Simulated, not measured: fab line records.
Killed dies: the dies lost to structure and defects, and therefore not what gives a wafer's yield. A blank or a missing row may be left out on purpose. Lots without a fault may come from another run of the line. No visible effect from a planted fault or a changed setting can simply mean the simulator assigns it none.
fab line records + flow n5Finfet
record
- lots=4
- wafers=11
- lastDay=17
route steps=1938 shown HKMG_FIN@436 GATE_CUT@465 BEOL_M4@1111 PASSIVATION@1936
lots with no fault: from the same line, run without faults
startH: hours from the record's opening day to when the first of the lot's shown wafers began + waitH: hours since the lot's step before + " as in the row above + L1.1+2: a row that stands for several wafers + - either no value or no given start + * or withheld: withheld + < > ~ a bound
route shown NAME@n: a module of which the file shows steps, and the number in the route of the first + usual: the fault-free wafers' mean and standard deviation + same: alike in all rows + chamber/n: place in a boat + sites: readings site by site + _std_site: how widely they spread, as a standard deviation + _edge_site: outer sites' mean less inner sites' + radiusMm: how far each site lies from the wafer's centre + mask NAME#n: copy n + behind: the most recent tool/chamber to have shaped the wafer + hold: reason for holding the lot/hours on hold/outcome of the hold + device: transistor that didn't switch, given as n, p or np + end of line: the tests these same wafers got at the end of their route + a step with no rows: only its recipe + killed: the dies lost at the first sort to structure and to defects; this is not the yield of the wafer + map: a wafer's dies, marking killed ones x, the rest . and places with no die _
set.NAME: setting as actually run; set.NAME@STEP: the setting as run at that earlier step + model.NAME: the simulator's own value behind a step, which no gauge read
lots seen at some steps along the route; tables by step, rows by wafer
services: a tool's chamber out of use, with start hour (startH, from the record's first day; less than 0 if before it), hours out, and reason
## steps
# step N5_HKMG_FIN_STRIP_33
# recipe
- chemistry=N2/H2
- tempC=40
- n2FlowSccm=200
- h2FlowSccm=200
- rfFrequencyHz=6e+07
# step N5_HKMG_FIN_STRIP_34
# recipe
- chemistry=CF4
- resist=SiARC
- powerW=300
- biasPowerW=75
- pressureMtorr=50
- cf4FlowSccm=150
- rfFrequencyHz=6e+07
# step N5_HKMG_FIN_ETCH_35
# recipe
- chemistry=N2/H2
- target=SOC
- targetDepthA=2158
- ionEnergyEv=65
- biasW=5
- sourceW=3000
- timeS=243.4
- pressureMtorr=30
- n2FlowSccm=200
- h2FlowSccm=200
# step N5_HKMG_FIN_STRIP_92
# recipe
- chemistry=N2/H2
- material=SOC
- timeS=20
- powerW=500
- tempC=40
- pressureMtorr=50
- rfFrequencyHz=6e+07
- biasPowerW=8
- h2Frac=0.5
- n2FlowSccm=300
- h2FlowSccm=300
# step N5_HKMG_FIN_WET_ETCH_18
# recipe
- chemistry=SC1
- target=TiN
- mix=1:1:5
- tempC=*
- timeS=55
- targetDepthNm=5.2
- dry=ipaMarangoni
- rinseTimeS=30
- rinseTempC=23
# step N5_HKMG_FIN_STRIP_19
# recipe
- chemistry=N2/H2
- powerW=2500
- tempC=300
- h2Frac=0.65
- timeS=360
- pressureMtorr=withheld
- n2FlowSccm=1750
- h2FlowSccm=3250
# step N5_HKMG_FIN_ALD_91
# recipe
- material=TiN
- targetThkA=10
- tempC=400
- aldPrecursorFamily=TiCl4
- aldCoReactant=NH3
- pulseTimeS=1
- purgeTimeS=3
- coReactantPurgeTimeS=2
- coReactantPulseTimeS=2
- aldCycles=47
- pressureTorr=3
# step N5_HKMG_FIN_COAT_85
# recipe
- resist=SOC
- tempC=250
- timeS=60
- spinRpm=1500
- resistThkNm=300
# step N5_HKMG_FIN_ETCH_86
# recipe
- chemistry=N2/H2
- target=SOC
- targetDepthA=3932
- stopOn=TiN
- ionEnergyEv=100
- biasW=61
- pressureMtorr=30
- sourceW=850
- n2FlowSccm=200
- h2FlowSccm=200
# step N5_HKMG_FIN_STRIP_89
# recipe
- chemistry=N2/H2
- material=SOC
- timeS=20
- powerW=500
- tempC=40
- pressureMtorr=50
- rfFrequencyHz=6e+07
- biasPowerW=8
- h2Frac=0.5
- n2FlowSccm=300
- h2FlowSccm=300
# step N5_HKMG_FIN_WET_ETCH_87
# recipe
- chemistry=SC1
- target=TiN
- mix=1:2:40
- tempC=50
- timeS=154.2
- targetDepthNm=4.7
- dry=ipaMarangoni
- rinseTimeS=30
- rinseTempC=23
# step N5_HKMG_FIN_STRIP_88
# recipe
- chemistry=N2/H2
- powerW=2500
- tempC=300
- h2Frac=0.65
- timeS=360
- pressureMtorr=withheld
- n2FlowSccm=1750
- h2FlowSccm=3250
# step N5_HKMG_FIN_NWFM_ALD_20
# recipe
- material=TiAlC
- targetThkA=20
- tempC=300
- aldPrecursorFamily=TiCl4
- aldCoReactant=TEA
- pulseTimeS=3
- purgeTimeS=2
- coReactantPurgeTimeS=2
- coReactantPulseTimeS=10
- aldCycles=7
- pressureTorr=3
# usual
- aldCycles=7/0
- heaterPowerOuterW=273/29
- heaterPowerW=492/57
- precursorPulseHeightRel=1.002/0.02
| lot.wafer | tool        | chamber | startH | waitH | aldCycles | heaterPowerOuterW | heaterPowerW | precursorPulseHeightRel | sinceWetCleanH | model.TiAlC_of_HKMG_FIN_NWFM_ALD_20.thkNm |
|-----------|-------------|---------|--------|-------|-----------|-------------------|--------------|-------------------------|----------------|-------------------------------------------|
| L848.2    | aldMetal-01 | 2       | 93.08  | 0.3   | 7         | 260               | 496          | 1.002                   | 2833           | 2                                         |
| L848.4    | "           | 3       | "      | "     | 7         | 306               | 538          | 0.996                   | 2833           | 2                                         |
| L848.5    | "           | 1       | "      | "     | 7         | 293               | 514          | 1.008                   | -              | 2                                         |
| L857.1    | aldMetal-04 | 2       | 145.95 | 0.3   | 7         | 303               | 593          | 0.981                   | 1347           | 2                                         |
| L857.4    | "           | 0       | "      | "     | 7         | 226               | 422          | 0.973                   | 1347           | 2                                         |
| L857.5    | "           | 2       | "      | "     | 7         | 304               | 552          | 1.004                   | -              | 2                                         |
| L862.2    | aldMetal-01 | 1       | 170.53 | 0.3   | 7         | 288               | 500          | 1.004                   | 2910           | 2                                         |
| L862.3    | "           | 2       | "      | "     | 5         | 262               | 491          | 0.986                   | 2910           | 1.4                                       |
| L862.6    | "           | 0       | "      | "     | 7         | 248               | 415          | 0.987                   | -              | 2                                         |
| L865.3    | aldMetal-01 | 2       | 190.58 | 0.1   | 5         | 256               | 499          | 1.019                   | 2930           | 1.4                                       |
| L865.5    | "           | 2       | "      | "     | 5         | 266               | 493          | 0.990                   | -              | 1.4                                       |
# step N5_HKMG_FIN_ALD_71
# recipe
- material=TiN
- targetThkA=10
- tempC=400
- aldPrecursorFamily=TiCl4
- aldCoReactant=NH3
- pulseTimeS=1
- purgeTimeS=3
- coReactantPurgeTimeS=2
- coReactantPulseTimeS=2
- aldCycles=47
- pressureTorr=3
# step N5_HKMG_FIN_COAT_66
# recipe
- resist=SOC
- tempC=250
- timeS=60
- spinRpm=1500
- resistThkNm=300
# step N5_HKMG_FIN_ETCH_67
# recipe
- chemistry=N2/H2
- target=SOC
- targetDepthA=3889
- stopOn=TiN
- ionEnergyEv=100
- biasW=61
- pressureMtorr=30
- sourceW=850
- n2FlowSccm=200
- h2FlowSccm=200
# step N5_HKMG_FIN_STRIP_90
# recipe
- chemistry=N2/H2
- material=SOC
- timeS=20
- powerW=500
- tempC=40
- pressureMtorr=50
- rfFrequencyHz=6e+07
- biasPowerW=8
- h2Frac=0.5
- n2FlowSccm=300
- h2FlowSccm=300
# step N5_HKMG_FIN_WET_ETCH_73
# recipe
- chemistry=SC1
- mix=1:2:40
- tempC=50
- timeS=42.3
- targetDepthNm=1.3
- dry=ipaMarangoni
- rinseTimeS=30
- rinseTempC=23
# step N5_HKMG_FIN_ETCHBACK_68
# recipe
- chemistry=Cl2/Ar
- stopOn=HfO2
- targetDepthA=5
- pressureMtorr=10
- icpW=600
- biasW=60
- Cl2_flow_sccm=40
- Ar_flow_sccm=60
# step N5_HKMG_FIN_STRIP_69
# recipe
- chemistry=N2/H2
- powerW=2500
- tempC=300
- h2Frac=0.65
- timeS=360
- pressureMtorr=withheld
- n2FlowSccm=1750
- h2FlowSccm=3250
# step N5_HKMG_FIN_ALD_21
# recipe
- material=TiN
- targetThkA=15
- tempC=400
- aldPrecursorFamily=TiCl4
- aldCoReactant=NH3
- pulseTimeS=1
- purgeTimeS=3
- coReactantPurgeTimeS=2
- coReactantPulseTimeS=2
- aldCycles=68
- pressureTorr=3
# step N5_HKMG_FIN_ALD_72
# recipe
- material=W
- targetThkA=20
- tempC=300
- pressureTorr=7.5
- aldPrecursorFamily=WF6
- aldCoReactant=B2H6
- pulseTimeS=1
- purgeTimeS=2
- coReactantPurgeTimeS=2
- coReactantPulseTimeS=3
- aldCycles=7
# step N5_HKMG_FIN_W_FILL_22
# recipe
- material=W
- targetThkA=600
- tempC=400
- pressureTorr=39.4
- timeS=18.2
# step N5_HKMG_FIN_PRECLEAN_83
# recipe
- chemistry=DIW
- timeS=57.5
- tempC=23
# step N5_HKMG_FIN_SRD_84
# recipe
- dryTimeS=32
- dry=n2Spin
- spinRpm=1500
# step N5_HKMG_FIN_CMP_23
# recipe
- stopOn=SiNx
- tOverpolishS=10
- postCmpClean=rinseOnly
- downForcePsi=4
- platenRpm=50.289
- padVelocityMS=1.0006
- targetThkNm=46.326
# step N5_HKMG_FIN_CMP_94
# recipe
- stopOn=SiNx
- postCmpClean=wDiluteNh4oh
- tOverpolishS=4.7
- downForcePsi=4
- platenRpm=50.289
- padVelocityMS=1.0006
- targetThkNm=43.299
# step N5_GATE_CUT_ETCHBACK_00
# recipe
- chemistry=SF6/Cl2
- target=W
- pressureMtorr=8
- icpW=900
- biasW=80
- SF6_flow_sccm=40
- Cl2_flow_sccm=60
# step N5_GATE_CUT_ETCH_56
# recipe
- chemistry=Cl2/Ar
- target=TiN
- targetDepthA=216
- pressureMtorr=10
- icpW=600
- biasW=60
- Cl2_flow_sccm=40
- Ar_flow_sccm=60
# step N5_GATE_CUT_ETCHBACK_30
# recipe
- chemistry=Cl2/Ar
- target=TiN
- targetDepthA=30
- mode=isotropic
- pressureMtorr=10
- icpW=600
- biasW=60
- Cl2_flow_sccm=40
- Ar_flow_sccm=60
# step N5_GATE_CUT_VAPOR_ETCH_60
# recipe
- chemistry=BCl3/Cl2
- target=HfO2
- mode=isotropic
# step N5_GATE_CUT_ETCH_58
# recipe
- chemistry=CH3F/O2
- target=SiNx
- targetDepthA=170
- timeS=128.6
- ionEnergyEv=50
- pressureMtorr=30
- sourceW=415
- biasW=21
- Ar_flow_sccm=150
- CH3F_flow_sccm=30
- O2_flow_sccm=20
# step N5_GATE_CUT_STRIP_59
# recipe
- chemistry=N2/H2
- timeS=20
- powerW=100
- tempC=40
- pressureMtorr=100
- rfFrequencyHz=6e+07
- biasPowerW=3
- n2FlowSccm=300
- h2FlowSccm=300
# step N5_GATE_CUT_PRECLEAN_31
# recipe
- tempC=23
- chemistry=DIW
- timeS=300
# step N5_GATE_CUT_SRD_32
# recipe
- timeS=30
- tempC=23
- rinseLiquid=diw
- dry=ipaMarangoni
# step N5_GATE_CUT_SAC_CAP_01
# recipe
- material=SiNx
- targetThkA=240
- tempC=400
- aldPrecursorFamily=SiH2I2
- aldCoReactant=N2/H2-plasma
- pulseTimeS=1
- aldCycles=480
- purgeTimeS=2
- coReactantPurgeTimeS=2
- pressureTorr=2
# step N5_GATE_CUT_PECVD_57
# recipe
- material=SiNx
- targetThkA=210
- tempC=400
- precursor=SiH4/NH3/N2
- pressureTorr=1.5
- rfW=300
# step N5_GATE_CUT_CMP_02
# recipe
- stopOn=SiO2
- tOverpolishS=12.7
- postCmpClean=alkalineBrush
- downForcePsi=2.5
- platenRpm=51.8
- padVelocityMS=1.0307
- targetThkNm=0
# step N5_GATE_CUT_HM_DEP_46
# recipe
- material=SiO2
- targetThkA=1300
- tempC=400
- precursor=TEOS/O2
- pressureTorr=6.5
- rfW=900
- teosFlowSccm=161.4
- gas=O2
- flowSccm=2650
- timeS=26.6
# step N5_BEOL_M4_RC_MEAS_101
# usual
- DIBL_N=37.1/1.8
- DIBL_P=37.2/2.1
- IOFF_N=0.17/0.033
- IOFF_N_85C=3.3/0.53
- IOFF_N_LIN=0.078/0.012
- IOFF_N_LONG=5.47e-05/2.6e-06
- IOFF_P=0.22/0.037
- IOFF_P_85C=3.7/0.53
- IOFF_P_LIN=0.100/0.014
- IOFF_P_LONG=0.000102/1e-05
- ION_N=680/11
- ION_P=464/7.7
- SS_N=71.7/0.63
- SS_P=73.6/0.67
- VT_N=248.9/2.9
- VT_N_LONG=275.3/1.8
- VT_N_LVT=97/3
- VT_P=-251/3.6
- VT_P_LONG=-277/3.5
- VT_P_LVT=-99/3.1
| lot.wafer | tool      | chamber | startH | waitH | DIBL_N[mV/V] | DIBL_P[mV/V] | IOFF_N[nA/um] | IOFF_N_85C[nA/um] | IOFF_N_LIN[nA/um] | IOFF_N_LONG[nA/um] | IOFF_P[nA/um] | IOFF_P_85C[nA/um] | IOFF_P_LIN[nA/um] | IOFF_P_LONG[nA/um] | ION_N[uA/um] | ION_P[uA/um] | SS_N[mV/dec] | SS_P[mV/dec] | VT_N[mV] | VT_N_LONG[mV] | VT_N_LVT[mV] | VT_P[mV] | VT_P_LONG[mV] | VT_P_LVT[mV] |
|-----------|-----------|---------|--------|-------|--------------|--------------|---------------|-------------------|-------------------|--------------------|---------------|-------------------|-------------------|--------------------|--------------|--------------|--------------|--------------|----------|---------------|--------------|----------|---------------|--------------|
| L848.2    | prober-01 | 0       | 187.80 | 0.2   | 33.6         | 33.5         | 0.12          | 2.5               | 0.057             | 5.8e-05            | 0.16          | 2.9               | 0.082             | 0.000103           | 656          | 455          | 71.5         | 71.4         | 253.8    | 274.4         | 102          | -255     | -274          | -100         |
| L848.4    | "         | 0       | "      | "     | 35.6         | 36.5         | 0.15          | 2.9               | 0.068             | 5.68e-05           | 0.20          | 3.6               | 0.099             | 0.00011            | 670          | 464          | 71.3         | 73.7         | 251.5    | 274.0         | 99           | -251     | -276          | -98          |
| L848.5    | "         | 0       | "      | "     | 39.0         | 40.9         | 0.24          | 4.5               | 0.104             | 5.83e-05           | 0.28          | 4.6               | 0.123             | 0.000107           | 696          | 475          | 71.8         | 74.5         | 244.6    | 275.8         | 91           | -247     | -275          | -92          |
| L857.1    | prober-01 | 0       | 240.83 | 0.0   | 36.3         | 35.4         | 0.14          | 2.8               | 0.066             | 5.4e-05            | 0.18          | 3.1               | 0.088             | 8.8e-05            | 663          | 456          | 71.0         | 72.4         | 250.2    | 275.4         | 101          | -252     | -275          | -100         |
| L857.4    | "         | 0       | "      | "     | 38.0         | 38.2         | 0.19          | 3.5               | 0.084             | 5.38e-05           | 0.23          | 3.9               | 0.108             | 9.7e-05            | 683          | 469          | 71.9         | 73.8         | 248.1    | 275.6         | 95           | -250     | -279          | -96          |
| L857.5    | "         | 0       | "      | "     | 38.6         | 38.5         | 0.20          | 3.7               | 0.084             | 5.46e-05           | 0.24          | 4.1               | 0.111             | 9.9e-05            | 680          | 468          | 71.7         | 73.4         | 247.4    | 276.4         | 97           | -247     | -278          | -97          |
| L862.2    | prober-01 | 0       | 281.59 | 0.2   | 37.0         | 35.7         | 0.15          | 3.0               | 0.070             | 5.55e-05           | 0.17          | 3.0               | 0.081             | 9.2e-05            | 676          | 453          | 71.9         | 72.8         | 248.9    | 274.7         | 98           | -257     | -283          | -103         |
| L862.3    | "         | 0       | "      | "     | 37.7         | 37.1         | 0.03          | 0.8               | 0.014             | 2.59e-05           | 0.30          | 4.9               | 0.142             | 0.000129           | 577          | 479          | 71.1         | 73.3         | 296.4    | 326.5         | 144          | -241     | -265          | -88          |
| L862.6    | "         | 0       | "      | "     | 37.2         | 36.4         | 0.17          | 3.2               | 0.076             | 5.63e-05           | 0.18          | 3.2               | 0.085             | 9.2e-05            | 684          | 463          | 71.0         | 73.1         | 248.9    | 275.3         | 96           | -253     | -281          | -102         |
| L865.3    | prober-02 | 0       | 307.41 | 0.3   | 36.5         | 35.0         | 0.03          | 0.7               | 0.013             | 2.49e-05           | 0.31          | 5.0               | 0.149             | 0.000147           | 565          | 474          | 72.0         | 74.1         | 297.1    | 323.8         | 145          | -238     | -260          | -86          |
| L865.5    | "         | 0       | "      | "     | 37.0         | 36.0         | 0.03          | 0.7               | 0.013             | 2.43e-05           | 0.34          | 5.4               | 0.159             | 0.000151           | 570          | 488          | 71.4         | 73.4         | 299.6    | 322.7         | 144          | -239     | -263          | -84          |
# step N5_PASSIVATION_PROBE_49
# usual
- defectLimitedYield=91.7/1.5
- killed_at_M0_to_M3=32/10
- killed_at_M4_up=14/5.3
- killedAtContacts=13/5.7
- killedAtFrontEnd=37/10
- killedAtOther=3.3/2.5
- killedDies=98/18
- killedOpen=65/13
- killedShort=31/7.5
- sort_bin_5_function=4.9/0.91
- sort_bin_6_memory=3.1/0.71
- sort_bin_8_speed=0.00/0.017
- sortNPass=1082/18
- sortYieldPct=91.7/1.5
# same
- grossDies=1180
- killedAtBackSide=0
- sort_bin_4_leakage[%]=0
| lot.wafer | tool      | chamber | startH | waitH | defectLimitedYield[%] | killed_at_M0_to_M3 | killed_at_M4_up | killedAtContacts | killedAtFrontEnd | killedAtOther | killedDies | killedOpen | killedShort | sort_bin_5_function[%] | sort_bin_6_memory[%] | sort_bin_8_speed[%] | sortNPass | sortYieldPct[%] |
|-----------|-----------|---------|--------|-------|-----------------------|--------------------|-----------------|------------------|------------------|---------------|------------|------------|-------------|------------------------|----------------------|---------------------|-----------|-----------------|
| L848.2    | prober-02 | -       | 289.17 | 0.1   | 90.2                  | 40                 | 17              | 17               | 39               | 3             | 116        | 79         | 37          | 5.8                    | 3.7                  | 0                   | 1064      | 90.2            |
| L848.4    | prober-02 | -       | 289.27 | 0.2   | 87.6                  | 54                 | 15              | 13               | 60               | 4             | 146        | 97         | 45          | 6.5                    | 5.1                  | 0                   | 1034      | 87.6            |
| L848.5    | prober-02 | -       | 289.32 | 0.2   | 89.3                  | 47                 | 20              | 12               | 43               | 4             | 126        | 76         | 49          | 6.7                    | 3.5                  | 0                   | 1054      | 89.3            |
| L857.1    | prober-01 | -       | 342.40 | 0.0   | 93.2                  | 36                 | 9               | 10               | 14               | 11            | 80         | 52         | 28          | 4.1                    | 2.5                  | 0                   | 1100      | 93.2            |
| L857.4    | prober-01 | -       | 342.55 | 0.2   | 91.7                  | 35                 | 10              | 11               | 36               | 6             | 98         | 62         | 36          | 4.7                    | 3.4                  | 0                   | 1082      | 91.7            |
| L857.5    | prober-01 | -       | 342.60 | 0.2   | 91.7                  | 30                 | 9               | 10               | 42               | 7             | 98         | 61         | 32          | 4.7                    | 3.2                  | 0                   | 1082      | 91.7            |
| L862.2    | prober-01 | -       | 397.55 | 0.1   | 91.4                  | 37                 | 14              | 16               | 33               | 1             | 101        | 68         | 30          | 4.7                    | 3.6                  | 0                   | 1079      | 91.4            |
| L862.3    | prober-01 | -       | 397.60 | 0.1   | 93.4                  | 33                 | 7               | 14               | 20               | 4             | 78         | 49         | 28          | 4.2                    | 2.1                  | 93.39               | 0         | 0               |
| L862.6    | prober-01 | -       | 397.75 | 0.3   | 92.2                  | 28                 | 15              | 12               | 37               | 0             | 92         | 58         | 32          | 4.6                    | 3.1                  | 0                   | 1088      | 92.2            |
| L865.3    | prober-01 | -       | 416.28 | 0.1   | 91.3                  | 24                 | 12              | 26               | 32               | 9             | 103        | 76         | 24          | 5.2                    | 3.1                  | 91.27               | 0         | 0               |
| L865.5    | prober-01 | -       | 416.38 | 0.2   | 90.7                  | 37                 | 15              | 15               | 43               | 0             | 110        | 76         | 33          | 5.7                    | 3.5                  | 90.68               | 0         | 0               |
# killed by level:class
L848.2 BEOL_M2:geometricParticle:open=16 MOL_CONTACT_COAG:geometricParticle:open=15 BEOL_M3:geometricParticle:open=9 FIN_SAQP:geometricParticle:short=8 STI_FIN_REVEAL:geometricParticle:open=6 GATE_CUT:geometricParticle:open=5 GATE_CUT:geometricParticle:short=5 BEOL_M4:geometricParticle:short=5
L848.4 STI_FIN_REVEAL:geometricParticle:open=21 DUMMY_GATE:geometricParticle:open=15 BEOL_M0_SAQP:geometricParticle:short=14 BEOL_M0_SAQP:geometricParticle:open=12 MOL_CONTACT_COAG:geometricParticle:open=11 FIN_SAQP:geometricParticle:open=7 BEOL_M0:geometricParticle:open=6 BEOL_M3:geometricParticle:open=6
L848.5 BEOL_M0_SAQP:geometricParticle:short=16 MOL_CONTACT_COAG:geometricParticle:open=11 FIN_SAQP:geometricParticle:open=9 BEOL_M2:geometricParticle:open=9 STI_FIN_REVEAL:geometricParticle:open=8 BEOL_M0_SAQP:geometricParticle:open=7 DUMMY_GATE:geometricParticle:open=6 BEOL_M3:geometricParticle:short=6
L857.1 BEOL_M0_SAQP:geometricParticle:open=16 BEOL_M0_SAQP:geometricParticle:short=11 MOL_CONTACT_COAG:geometricParticle:open=8 BEOL_M5:geometricParticle:open=5 FIN_SAQP:geometricParticle:open=4 GATE_CUT:geometricParticle:short=4 BEOL_M3:geometricParticle:open=4 MIM_BOT:geometricParticle:open=3
L857.4 FIN_SAQP:geometricParticle:open=16 BEOL_M0_SAQP:geometricParticle:short=15 BEOL_M0_SAQP:geometricParticle:open=14 MOL_CONTACT_COAG:geometricParticle:open=9 BEOL_M4:geometricParticle:open=6 BEOL_M3:geometricParticle:open=5 FIN_SAQP:geometricParticle:short=4 ILD0:geometricParticle:short=3
L857.5 FIN_SAQP:geometricParticle:open=15 BEOL_M0_SAQP:geometricParticle:short=11 FIN_SAQP:geometricParticle:short=8 MOL_CONTACT_COAG:geometricParticle:open=8 BEOL_M0_SAQP:geometricParticle:open=7 STI_FIN_REVEAL:geometricParticle:open=5 BEOL_M2:geometricParticle:open=4 HKMG_FIN:areaEtch=4
L862.2 MOL_CONTACT_COAG:geometricParticle:open=11 STI_FIN_REVEAL:geometricParticle:open=10 BEOL_M0_SAQP:geometricParticle:short=10 FIN_SAQP:geometricParticle:open=9 BEOL_M0_SAQP:geometricParticle:open=7 BEOL_M2:geometricParticle:open=6 BEOL_M3:geometricParticle:open=6 BEOL_M4:geometricParticle:open=6
L862.3 MOL_CONTACT_COAG:geometricParticle:open=13 BEOL_M1:geometricParticle:open=7 BEOL_M0_SAQP:geometricParticle:open=6 FIN_SAQP:geometricParticle:open=5 GATE_CUT:geometricParticle:short=5 BEOL_M2:geometricParticle:short=5 BEOL_M0_SAQP:geometricParticle:short=4 BEOL_M2:geometricParticle:open=4
L862.6 FIN_SAQP:geometricParticle:open=10 BEOL_M2:geometricParticle:open=10 MOL_CONTACT_COAG:geometricParticle:open=8 BEOL_M3:geometricParticle:open=6 FIN_SAQP:geometricParticle:short=5 STARTING-WAFER:geometricParticle:short=5 MOL_CONTACT_COAG:geometricParticle:short=4 BEOL_M0_SAQP:geometricParticle:open=4
L865.3 MOL_CONTACT_COAG:geometricParticle:open=21 STI_FIN_REVEAL:geometricParticle:open=12 FIN_SAQP:geometricParticle:open=6 BEOL_M0_SAQP:geometricParticle:open=6 MOL_CONTACT_COAG:geometricParticle:short=5 BEOL_M0_SAQP:geometricParticle:short=5 BEOL_M1:geometricParticle:open=5 BEOL_M2:geometricParticle:open=5
L865.5 STI_FIN_REVEAL:geometricParticle:open=14 MOL_CONTACT_COAG:geometricParticle:open=11 BEOL_M1:geometricParticle:open=11 BEOL_M0_SAQP:geometricParticle:short=8 FIN_SAQP:geometricParticle:open=7 BEOL_M2:geometricParticle:open=5 FIN_SAQP:geometricParticle:short=4 DUMMY_GATE:geometricParticle:open=4
# map L862.2 (x killed, . not)
_________________..........x.________________
______________.......xx..x...x.._____________
___________..x.........x...........__________
__________.........................._________
________.....................x........_______
_______.xx.......................x....x______
______x...x.............x..............._____
_____.x.........x..x.....................____
____..........x..x.......x..........x.....___
___..................x...x.................__
___....................x.................x.__
__............x............................x_
__......x...................x.......x......x_
_....x.......x.......x................x..x...
_..xxx.x....x........x.........x.x..x........
_......x.....................................
_.............x.x..x...................x..xx.
_..........x...x.........x...................
_........x....................x..............
_...............x........x..........xx.......
_....x..................x....................
__...x.........x...x........................_
__................................x......x.x_
___...............x........................__
___........x.........x..x.....x.......xx...__
____x...........................x..x...x..___
_____x................x.................x____
______....x...x....................x...._____
_______..xx...x......x..........x......______
________..................x..........._______
__________.........................._________
___________...............x..x...x.__________
______________.xx....x......x..._____________
_________________.....x......________________
# map L865.5 (x killed, . not)
_________________.......x..x.________________
______________.x.x........x....._____________
___________..x.x...xx......x.......__________
__________......x........xx........x_________
________..x.x........................._______
_______...x.....x....x.............xx..______
______....x.x.............x............x_____
_____...x..............x...........x.....____
____.x..............x....x................___
___..............x......x...x......x.x.....__
___......................................x.__
__...x...x....................x.........xx.._
__..........x.................x...x........x_
_....x.....x.x.x............xx..x......x.....
_....x......................x....x......x....
_x...x..x.......x......x.....................
_.........................................x..
_.........x.......xx..x...x..................
_....x.......xx......x.......................
_...........x..x.........x.....x..xx.........
_.................x......................x...
__.................x....x..................._
__.........................x..x.x..........._
___................xx.x....................__
___......................x.............xx..__
____......x..........x.................x..___
_____.....x..............x...............____
______...................x.....x........_____
_______xxx...x............x............______
________......................x......._______
__________..x.........x............._________
___________....x..x................__________
______________..............x..._____________
_________________............________________
## services
| tool        | chamber | startH | hours | kind        |
|-------------|---------|--------|-------|-------------|
| aldMetal-01 | 1       | 74.46  | -     | calibration |
| aldMetal-04 | 3       | 82.71  | 16.8  | repair      |
## key
firstSign
- step=N5_HKMG_FIN_NWFM_ALD_20
- reading=aldCycles
- direction=down
- sigmas=99+
- usual=*
- struck=*
effect
- step=N5_BEOL_M4_RC_MEAS_101
- reading=VT_N_LONG
- direction=up
- sigmas=28
- usual=275.3
- struck=324.3
effect
- step=N5_BEOL_M4_RC_MEAS_101
- reading=VT_N
- direction=up
- sigmas=17
- usual=248.9
- struck=297.7
effect
- step=N5_BEOL_M4_RC_MEAS_101
- reading=VT_N_LVT
- direction=up
- sigmas=16
- usual=97
- struck=144
effect
- step=N5_BEOL_M4_RC_MEAS_101
- reading=IOFF_N_LONG
- direction=down
- sigmas=11
- usual=5.47e-05
- struck=2.5e-05
effect
- step=N5_BEOL_M4_RC_MEAS_101
- reading=ION_N
- direction=down
- sigmas=9.7
- usual=680
- struck=571
effect
- step=N5_BEOL_M4_RC_MEAS_101
- reading=IOFF_N_LIN
- direction=down
- sigmas=5.3
- usual=0.078
- struck=0.013
effect
- step=N5_BEOL_M4_RC_MEAS_101
- reading=IOFF_N_85C
- direction=down
- sigmas=4.8
- usual=3.3
- struck=0.7
effect
- step=N5_BEOL_M4_RC_MEAS_101
- reading=IOFF_N
- direction=down
- sigmas=4.3
- usual=0.17
- struck=0.03
effect
- step=N5_BEOL_M4_RC_MEAS_101
- reading=VT_P_LONG
- direction=up
- sigmas=4.1
- usual=-277
- struck=-263
effect
- step=N5_BEOL_M4_RC_MEAS_101
- reading=VT_P_LVT
- direction=up
- sigmas=4
- usual=-99
- struck=-86
effect
- step=N5_BEOL_M4_RC_MEAS_101
- reading=IOFF_P_LONG
- direction=up
- sigmas=4
- usual=0.000102
- struck=0.000142
effect
- step=N5_BEOL_M4_RC_MEAS_101
- reading=IOFF_P_LIN
- direction=up
- sigmas=3.6
- usual=0.100
- struck=0.150
effect
- step=N5_PASSIVATION_PROBE_49
- reading=sort_bin_8_speed
- direction=up
- sigmas=99+
- usual=0.00
- struck=91.78
modelEffect
- step=N5_HKMG_FIN_NWFM_ALD_20
- value=TiAlC_of_HKMG_FIN_NWFM_ALD_20.thkNm
- without=2
- struck=1.4
metAt N5_HKMG_FIN_NWFM_ALD_20
struckWafers L862.3,L865.3,L865.5
onsetBetween 93.08 170.53
fault
- kind=processParameterDrift
- tool=aldMetal-01
- chamber=-
- onsetH=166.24
- steps=N5_HKMG_FIN_NWFM_ALD_20
- channel=aldCycles
- offset=*
- shape=step
- endH=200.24
- scope=struckWafersOnly
- actsIn=*
- stated=*
